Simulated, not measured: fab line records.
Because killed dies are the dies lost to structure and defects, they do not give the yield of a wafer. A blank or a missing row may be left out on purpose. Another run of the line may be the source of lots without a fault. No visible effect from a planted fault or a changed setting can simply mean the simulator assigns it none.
A lot that was struck, set against a sound lot + flow nand_harc + 15 steps out of a route of 1159
Sound: these wafers, L351.3, L351.4, L351.6. Struck: wafers L357.1, L357.2, L357.3. The cause is given at the end.
For every step that has rows: the tool of each side, followed by ch and its chambers, followed by its first start. Under that, the readings that differ: sound wafers + struck wafers + difference of the means + sigmas: that difference in standard deviations of wafers without a fault.
alike: same words and numbers on both sides, and readings whose means sit less than 2 such deviations apart. not compared: any withheld reading, any reading some wafer has no value for, any bound like >300 that may hide the same value, and any number with overlapping values for which the record gives no deviation.
The two part at a step that has a row with sigmas, a row that says differs or no value, or rows on one side only. When numbers do not overlap yet have no deviation, they are printed without sigmas and do not part them. A reading that every wafer of one side lacks parts them only if that side has two wafers or more.

first, 1 step without rows for these wafers: NHARC_A_ONON_D1_DEP_12 (target thk 1000 nm).
NHARC_A_ONON_D1_THK_MEAS_14: measures by ellipsometry.
  sound: film_metro-01 at day 9 18:30; struck: film_metro-02 at day 11 06:37
| reading     | sound          | struck      | difference | sigmas |
|-------------|----------------|-------------|------------|--------|
| thk_nm (nm) | 1006 1006 1006 | 981 980 982 | -25        | -3     |
then, 2 steps without rows for these wafers: NHARC_A_ONON_D1_ANNEAL_15 (time 3600 s); NHARC_A_ONON_D1_DEP_16 (target thk 1000 nm).
NHARC_A_ONON_D1_THK_MEAS_18: measures by ellipsometry.
  sound: film_metro-01 at day 10 01:34; struck: film_metro-01 at day 11 14:46
  alike: thk_nm
following that, 1 step holds no rows for these wafers, namely NHARC_A_ONON_D1_DEP_19 (target thickness 1000 nm).
NHARC_A_ONON_D1_THK_MEAS_21: measures by ellipsometry.
  sound: film_metro-02 at day 10 02:08; struck: film_metro-02 at day 11 15:20
  alike: thk_nm
following that, 1 step holds no rows for these wafers, namely NHARC_A_ONON_D1_DEP_22 (target thickness 1000 nm).
NHARC_A_ONON_D1_THK_MEAS_24: measures by ellipsometry.
  sound: film_metro-02 at day 10 02:41; struck: film_metro-01 at day 11 15:55
| reading     | sound          | struck      | difference | sigmas |
|-------------|----------------|-------------|------------|--------|
| thk_nm (nm) | 1009 1010 1009 | 988 988 988 | -21        | -2     |
following that, 1 step holds no rows for these wafers, namely NHARC_A_ONON_D1_DEP_25 (target thickness 1000 nm).
NHARC_A_ONON_D1_THK_MEAS_27: measures by ellipsometry.
  sound: film_metro-01 at day 10 03:15; struck: film_metro-01 at day 11 16:29
  alike: thk_nm
NHARC_A_ONON_D1_DEP_28: target thk 1000 nm.
  sound on pecvd_onon-01 ch 0, day 10 03:25; struck on pecvd_onon-01 ch 0, day 11 16:33
  alike: n2o_flow_sccm
NHARC_A_ONON_D1_THK_MEAS_30: measures by ellipsometry.
  sound: film_metro-02 at day 10 03:49; struck: film_metro-02 at day 11 17:04
| reading     | sound       | struck      | difference | sigmas |
|-------------|-------------|-------------|------------|--------|
| thk_nm (nm) | 991 990 992 | 774 773 772 | -218       | -18    |
NHARC_A_ONON_D1_DEP_33: deposits SiO2, target thk 200 nm.
  sound on pecvd-01 ch 1,2, day 10 03:52; struck on pecvd-02 ch 0,1,2, day 11 17:07
| reading                | sound             | struck            | difference | sigmas |
|------------------------|-------------------|-------------------|------------|--------|
| throttle_valve_pct (%) | 16.63 16.41 16.13 | 15.79 15.62 15.86 | -0.63      | -2     |
  alike: heater_power_w, mfc_precursor_sccm
-- record jumps: 11 days between struck wafers' starts before vs after; left off in module A_ONON_D1, resumes in module END, first step shown is number 1159 of the route --
NHARC_END_SORT_01:
  sound on prober-02 ch 0, day 21 20:22; struck on prober-02 ch 0, day 22 12:55
| reading         | sound    | struck      | difference | sigmas |
|-----------------|----------|-------------|------------|--------|
| killed_at_array | 39 32 32 | 675 676 674 | +641       | +58    |
| killed_dies     | 40 35 36 | 677 677 677 | +640       | +53    |
  alike: killed_at_other, killed_at_periphery, killed_open, killed_short

WHERE THEY PART
Earliest at NHARC_A_ONON_D1_THK_MEAS_14; latest, in this record, at NHARC_END_SORT_01.

WHY: whatever the simulator had introduced
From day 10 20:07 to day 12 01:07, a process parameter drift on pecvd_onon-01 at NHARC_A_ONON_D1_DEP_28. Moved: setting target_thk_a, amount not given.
